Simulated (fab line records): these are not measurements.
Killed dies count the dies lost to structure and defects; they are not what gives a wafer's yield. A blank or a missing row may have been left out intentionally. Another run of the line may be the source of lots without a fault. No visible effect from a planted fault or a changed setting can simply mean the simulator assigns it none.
A lot that was struck, set against a sound lot -- flow n5Finfet -- 37 out of 1938 route steps
Sound: these wafers, L736.1, L736.3, L736.5. The struck wafers were L724.1, L724.3, L724.4. At the end, the cause is stated.
For every step that has rows: the tool of each side, followed by ch and its chambers, followed by its first start. Under that, the readings that differ: sound wafers -- struck wafers -- difference of the means -- sigmas: that difference in standard deviations of wafers without a fault.
alike: a reading whose means differ by less than 2 such deviations, as well as words and numbers matching on both sides. not compared: withheld readings; readings where some wafer has no value; bounds like >300 that might hide an equal value; numbers whose values overlap and for which the record gives no deviation.
Wherever a step has rows on one side only, a row that says differs or no value, or a row with sigmas, the two part there. When numbers do not overlap yet have no deviation, they are printed without sigmas and do not part them. A reading that every wafer of one side lacks parts them only if that side has two wafers or more.

first, 9 steps without rows for these wafers: N5_WELL_APT_HMDS_01 (time 60 s); N5_WELL_APT_COAT_02 (resist thk 950 nm); N5_WELL_APT_EBR_04; N5_WELL_APT_SOFTBAKE_03 (time 60 s); N5_WELL_APT_EXPOSE_05 (exposes mask NWELL, defocus 0 nm, target cd 200 nm); N5_WELL_APT_PEB_06 (peb time 90 s); N5_WELL_APT_DEVELOP_07 (develop time 45 s); N5_WELL_APT_HARDBAKE_12 (time 120 s); N5_WELL_APT_DESCUM_13 (chemistry O2, time 7.9 s).
N5_WELL_APT_IMPLANT_14:
  sound on implanter-01 ch 0, day 6 19:44; struck on implanter-02 ch 0, day 3 19:49
reading,sound,struck,difference,sigmas
doseIonsCm2,1.4987e+13 1.4985e+13 1.4986e+13,8.768e+12 8.769e+12 8.773e+12,-6.216e+12,-99 or more
faradayCurrentUA,189 189 194,109 107 109,-82,-21
  alike: beamEnergyKeV
then, 25 steps without rows for these wafers: N5_WELL_APT_IMPLANT_15; N5_WELL_APT_STRIP_16 (strips in SPM, time 900 s); N5_WELL_APT_HMDS_18 (time 60 s); N5_WELL_APT_COAT_19 (resist thk 950 nm); N5_WELL_APT_EBR_21; N5_WELL_APT_SOFTBAKE_20 (time 60 s); N5_WELL_APT_EXPOSE_22 (exposes mask PWELL, defocus 0 nm, target cd 200 nm); N5_WELL_APT_PEB_23 (peb time 90 s); N5_WELL_APT_DEVELOP_24 (develop time 45 s); N5_WELL_APT_HARDBAKE_29 (time 120 s); N5_WELL_APT_DESCUM_30 (chemistry O2, time 7.9 s); N5_WELL_APT_IMPLANT_31; N5_WELL_APT_IMPLANT_32; N5_WELL_APT_STRIP_33 (strips in SPM, time 900 s); N5_WELL_APT_RTA_34 (time 10 s); N5_WELL_APT_OXIDE_STRIP_42 (strips SiO2 in dHF, time 45 s, target depth 12 nm); N5_WELL_APT_PRECLEAN_36 (cleans in O3/DIW, time 45 s); N5_WELL_APT_PRECLEAN_39 (cleans in dHF, time 60 s); N5_WELL_APT_SRD_37 (time 30 s); N5_WELL_APT_EPI_41 (deposits Si from SiH4/H2, target thk 50 nm, time 297.7 s); N5_PMOS_HMC_CHANNEL_EPI_HM_DEP_34 (deposits SiO2 from TEOS/O2, target thk 36 nm, time 6.9 s); N5_PMOS_HMC_CHANNEL_EPI_COAT_31 (time 60 s, resist thk 66 nm); N5_PMOS_HMC_CHANNEL_EPI_COAT_03 (resist thk 205 nm); N5_PMOS_HMC_CHANNEL_EPI_EBR_05; N5_PMOS_HMC_CHANNEL_EPI_SOFTBAKE_04 (time 60 s).
-- here the record skips 7 days between the struck wafers' starts before and after, leaving off in module PMOS_HMC_CHANNEL_EPI and picking up in module BEOL_M4 (first step shown: number 1111 of the route) --
N5_BEOL_M4_RC_MEAS_101:
  sound on prober-02 ch 0, day 13 09:21; struck on prober-01 ch 0, day 11 06:16
reading,sound,struck,difference,sigmas
RS_NWELL (ohm/sq),1032 1046 1056,1380 1402 1395,+348,+50
  alike: DIBL_N, DIBL_P, IOFF_N, IOFF_P, ION_N, ION_P, SS_N, SS_P, VT_N, VT_P
next, for these wafers, 1 step has no rows: N5_PASSIVATION_PROBE_49.

## WHERE THEY PART
Earliest at N5_WELL_APT_IMPLANT_14; latest, in this record, at N5_BEOL_M4_RC_MEAS_101.

WHY: what had been put in by the simulator
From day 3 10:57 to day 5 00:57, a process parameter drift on implanter-02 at N5_WELL_APT_IMPLANT_14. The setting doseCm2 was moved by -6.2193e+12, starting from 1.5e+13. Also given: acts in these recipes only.
